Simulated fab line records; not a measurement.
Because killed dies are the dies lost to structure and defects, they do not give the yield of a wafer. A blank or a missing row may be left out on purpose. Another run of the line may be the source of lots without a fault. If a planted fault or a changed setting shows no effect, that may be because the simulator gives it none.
Split-lot trial    flow n5 finfet    21 wafers read across 7 lots, on a route 1938 steps long

== ABOUT THE SPLIT ==
At N5_SD_EPI_N_DESCUM_14 (chemistry O2, time 7.9 s), the setting time s was moved away from the recipe's 7.9 s on 6 of the 21 wafers read, by -19.9% to +13.2%. This setting was run at the recipe's value on the other wafers.

The file shows no step between the split and the reading.

== THE READING ==
CAR-ArF-block_of_SD_EPI_N_COAT_03.thk nm (the simulator's own value, which no gauge read), in nm, at N5_SD_EPI_N_ETCH_34 (etches SiARC in CF4, target depth 45.5 nm, time 75.8 s). No usual value for it is given in the file. Here, 15 wafers ran the recipe; their average is 110.8 nm with a standard deviation of 0.39 nm.

wafer   tool, chamber at the split  time s as run, s  against the recipe  CAR-ArF-block_of_SD_EPI_N_COAT_03.thk nm, nm  against lot-mates on the recipe
L074.2  rie diel-05, 3,1,2          7.9               recipe              110.4                                         -
L074.3  rie diel-05, 3,1,2          7.9               recipe              110.8                                         -
L074.5  rie diel-05, 3,1,2          7.9               recipe              110                                           -
L080.2  rie diel-01, 1,2            7.9               recipe              111.4                                         -
L080.5  rie diel-01, 1              6.328             -19.9%              112.2                                         +1.1
L080.6  rie diel-01, 1,2            7.9               recipe              110.8                                         -
L082.1  rie diel-05, 3,0,2          7.9               recipe              110.6                                         -
L082.2  rie diel-05, 3,0,2          7.9               recipe              110.4                                         -
L082.5  rie diel-05, 3,0,2          7.9               recipe              111                                           -
L084.1  rie diel-03, 3,2            7.9               recipe              110.6                                         -
L084.2  rie diel-03, 0              6.948             -12.1%              111.6                                         +0.9
L084.3  rie diel-03, 3,2            7.9               recipe              110.8                                         -
L087.1  rie diel-03, 1              6.408             -18.9%              112                                           +1.0
L087.3  rie diel-03, 3              7.9               recipe              111                                           -
L087.6  rie diel-03, 3              7.9               recipe              111                                           -
L089.1  rie diel-01, 2              7.9               recipe              111                                           -
L089.4  rie diel-01, 1              7.296             -7.6%               112                                           +0.7
L089.6  rie diel-01, 2              7.9               recipe              111.6                                         -
L092.1  rie diel-05, 1              7.9               recipe              111                                           -
L092.2  rie diel-05, 3,0            8.945             +13.2%              110                                           -1.0
L092.4  rie diel-05, 3,0            8.945             +13.2%              110.2                                         -0.8
When a row names more than one chamber, that row covers several wafers, and the file does not tell which wafer ran in which chamber.

FIT RESULTS
A straight line over all 21 wafers: CAR-ArF-block_of_SD_EPI_N_COAT_03.thk nm changes by -0.0655 nm for each +1% of time s; r = -0.82; the points scatter about the line by 0.38 nm.
The same after taking each lot's own level away (the mean of its wafers on the recipe; 21 wafers): -0.0619 nm for each +1%; r = -0.91; scatter 0.23 nm.
Per that fit: largest time s move, reading shift of 1.2 nm.
Across the lots, their own levels run from 110.40 to 111.30 nm, a range of 2.3 times the standard deviation given above.
The two slopes agree, so the slope changes little with the lot-to-lot level.
Check: with one of the wafers moved furthest among these (-19.9%) left out of the fit, the line predicts +1.29 nm for it against its lot-mates. Against them it came out at +1.1 nm.

== ADDITIONAL SPLITS CARRIED BY THESE WAFERS ==
Note: prior to the reading, these wafers also went through further splits. Each is held against what the fit with the lots' levels taken away leaves over:
other split on the same wafers         wafers away from the commonest value  r with CAR-ArF-block_of_SD_EPI_N_COAT_03.thk nm (lot level and that fit taken away)
N5_ZERO_LAYER_PECVD_02 time s          6                                     +0.09
N5_WELL_APT_EXPOSE_05 dose mj          8                                     -0.31
N5_WELL_APT_DEVELOP_07 develop time s  4                                     -0.08
N5_DUMMY_GATE_COAT_09 spin rpm         6                                     +0.22

== FILE'S OWN FIT ==
CAR-ArF-block_of_SD_EPI_N_COAT_03.thk nm changes by -0.0609 nm for each +1% of time s, r = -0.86.
